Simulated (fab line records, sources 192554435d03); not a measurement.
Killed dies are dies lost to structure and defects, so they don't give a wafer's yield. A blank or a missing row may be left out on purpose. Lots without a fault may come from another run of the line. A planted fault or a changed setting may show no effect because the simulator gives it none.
Split-lot experiment | flow n5_finfet | 7 lots, 21 wafers read, on a route of 1938 steps

THE SPLIT
At N5_PASSIVATION_PECVD_53 (deposits SiO2 from TEOS/O2, target thk 800 nm, time 169.4 s), the setting time_s was moved away from the recipe's 169.4 s on 9 of the 21 wafers read, by -10.4% to +4.1%. The other wafers ran this setting at the recipe's value.

The reading is taken at the split's own step.

THE READING
SiO2_of_PASSIVATION_PECVD_53.thk_nm (the simulator's own value, which no gauge read), in nm, at N5_PASSIVATION_PECVD_53 (deposits SiO2 from TEOS/O2, target thk 800 nm, time 169.4 s). The file gives no usual value for it. The 12 wafers here that ran the recipe average 793.9 nm, standard deviation 10 nm.

wafer  | tool, chamber at the split | time_s as run, s | against the recipe | SiO2_of_PASSIVATION_PECVD_53.thk_nm, nm | against lot-mates on the recipe
L079.1 | pecvd-03, 0                | 169.4            | recipe             | 781.6                                   | -
L079.2 | pecvd-03, 2                | 169.4            | recipe             | 784.8                                   | -
L079.3 | pecvd-03, 1                | 176.4            | +4.1%              | 811.6                                   | +28.4
L080.3 | pecvd-01, 1                | 151.8            | -10.4%             | 715.8                                   | -89.2
L080.4 | pecvd-01, 2                | 151.8            | -10.4%             | 701.6                                   | -103.4
L080.6 | pecvd-01, 1                | 169.4            | recipe             | 805                                     | -
L081.1 | pecvd-03, 2                | 169.4            | recipe             | 787.2                                   | -
L081.4 | pecvd-03, 2                | 175.8            | +3.8%              | 843.4                                   | +49.0
L081.6 | pecvd-03, 1                | 169.4            | recipe             | 801.6                                   | -
L082.2 | pecvd-01, 2                | 169.4            | recipe             | 780                                     | -
L082.3 | pecvd-01, 0                | 169.4            | recipe             | 798.8                                   | -
L082.4 | pecvd-01, 2                | 152              | -10.3%             | 713.4                                   | -76.0
L088.3 | pecvd-01, 0                | 162.3            | -4.2%              | 753.8                                   | -30.6
L088.4 | pecvd-01, 2                | 169.4            | recipe             | 784.4                                   | -
L088.6 | pecvd-01, 0                | 162.3            | -4.2%              | 763.4                                   | -21.0
L097.4 | pecvd-01, 2                | 159.6            | -5.8%              | 755.2                                   | -55.0
L097.5 | pecvd-01, 0                | 159.6            | -5.8%              | 765.6                                   | -44.6
L097.6 | pecvd-01, 1                | 169.4            | recipe             | 810.2                                   | -
L096.1 | pecvd-01, 0                | 169.4            | recipe             | 787.2                                   | -
L096.5 | pecvd-01, 0                | 169.4            | recipe             | 803.6                                   | -
L096.6 | pecvd-01, 1                | 169.4            | recipe             | 802.6                                   | -

THE FIT
A straight line over all 21 wafers: SiO2_of_PASSIVATION_PECVD_53.thk_nm changes by +7.87 nm for each +1% of time_s; r = +0.95; the points scatter about the line by 11 nm.
The same after taking each lot's own level away (the mean of its wafers on the recipe; 21 wafers): +8.66 nm for each +1%; r = +0.98; scatter 8.6 nm.
On that fit, the largest move of time_s shifts the reading by 90 nm.
The lots' own levels span 783.20 to 810.20 nm, that is 2.6 times the standard deviation above.
So the lot-to-lot level changes the slope little: the two slopes agree.
Check: with one of the wafers moved furthest among these (-10.4%) left out of the fit, the line predicts -88.3 nm for it against its lot-mates. It came out at -89.2 nm against them.

OTHER SPLITS ON THESE WAFERS
These wafers also went through other splits before the reading. Each is held against what the fit with the lots' levels taken away leaves over:
other split on the same wafers   | wafers away from the commonest value | r with SiO2_of_PASSIVATION_PECVD_53.thk_nm (lot level and that fit taken away)
N5_BEOL_M14_PEB_08 peb_temp_c    | 8                                    | -0.41
N5_BEOL_M14_DEP_53 time_s        | 9                                    | +0.45
N5_BEOL_M15_EXPOSE_25 dose_mj    | 7                                    | -0.38
N5_PASSIVATION_AL_DEP_21 time_s  | 7                                    | +0.07
N5_PASSIVATION_EXPOSE_27 dose_mj | 6                                    | -0.29

THE FILE'S OWN FIT
SiO2_of_PASSIVATION_PECVD_53.thk_nm changes by +8.38 nm for each +1% of time_s, r = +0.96.
